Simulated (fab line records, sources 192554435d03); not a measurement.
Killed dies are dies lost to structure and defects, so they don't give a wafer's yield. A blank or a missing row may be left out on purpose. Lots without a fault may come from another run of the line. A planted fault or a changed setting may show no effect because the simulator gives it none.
Chamber matching | flow n5_finfet | N5_BEOL_M4_ALD_98 on ald_sin-03: 4 sister chambers
The step deposits SiO2, target thk 2.5 nm, pulse time 1 s, co reactant pulse time 1 s. 16 wafers are shown with their chamber, then 8 later ones without.

WAFERS WITH THEIR CHAMBER
wafer  | chamber | heater_power_w (W) | precursor_pulse_height_rel
L082.1 | 2       | 76                 | 1.028
L082.5 | 3       | 92                 | 0.980
L082.6 | 0       | 75                 | 0.989
L083.4 | 1       | 81                 | 1.008
L083.5 | 3       | 89                 | 1.011
L083.6 | 0       | 77                 | 1.000
L088.1 | 1       | 79                 | 0.994
L088.4 | 3       | 91                 | 1.007
L088.6 | 3       | 92                 | 0.987
L090.3 | 2       | 77                 | 0.975
L090.4 | 1       | 78                 | 0.998
L090.5 | 0       | 74                 | 1.011
L089.1 | 3       | 96                 | 0.998
L089.2 | 0       | 75                 | 1.008
L089.3 | 1       | 79                 | 0.969
L089.4 | 2       | 79                 | 1.022

SIGNATURES (means of the wafers above)
reading                    | chamber 0 | chamber 1 | chamber 2 | chamber 3 | scatter within a chamber
heater_power_w             | 75.25     | 79.25     | 77.33     | 92.00     | 1.83
precursor_pulse_height_rel | 1.00200   | 0.99225   | 1.00833   | 0.99660   | 0.017
Rule: a wafer's distance from a chamber is the root of the sum, over the readings, of the square of ((its reading less the chamber's mean) divided by the reading's scatter). The wafer belongs to the nearest chamber; if the next one is less than 2 further off, it can't be placed. The scatter: the root of (the sum of the squares of (reading less its chamber's mean) over the shown wafers, divided by (wafers less chambers)).

WAFERS WITHOUT THEIR CHAMBER
wafer  | heater_power_w (W) | precursor_pulse_height_rel
L089.5 | 75                 | 1.012
L089.6 | 93                 | 0.970
L096.1 | 76                 | 0.994
L096.2 | 72                 | 0.968
L096.3 | 88                 | 1.008
L096.4 | 76                 | 0.986
L096.5 | 76                 | 0.995
L096.6 | 73                 | 1.035

WHICH CHAMBER EACH WENT THROUGH
wafer  | from the rows above          | in truth
L089.5 | can't be placed: 0 or 2 or 1 | 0
L089.6 | 3                            | 3
L096.1 | can't be placed: 0 or 2 or 1 | 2
L096.2 | can't be placed: 0 or 2 or 1 | 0
L096.3 | 3                            | 3
L096.4 | can't be placed: 0 or 2 or 1 | 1
L096.5 | can't be placed: 0 or 2 or 1 | 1
L096.6 | can't be placed: 0 or 2 or 1 | 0
Placed correctly: 2 of 8. Can't be placed from these rows: 6 (the true chamber is among the candidates in 6). Placed wrongly: 0.
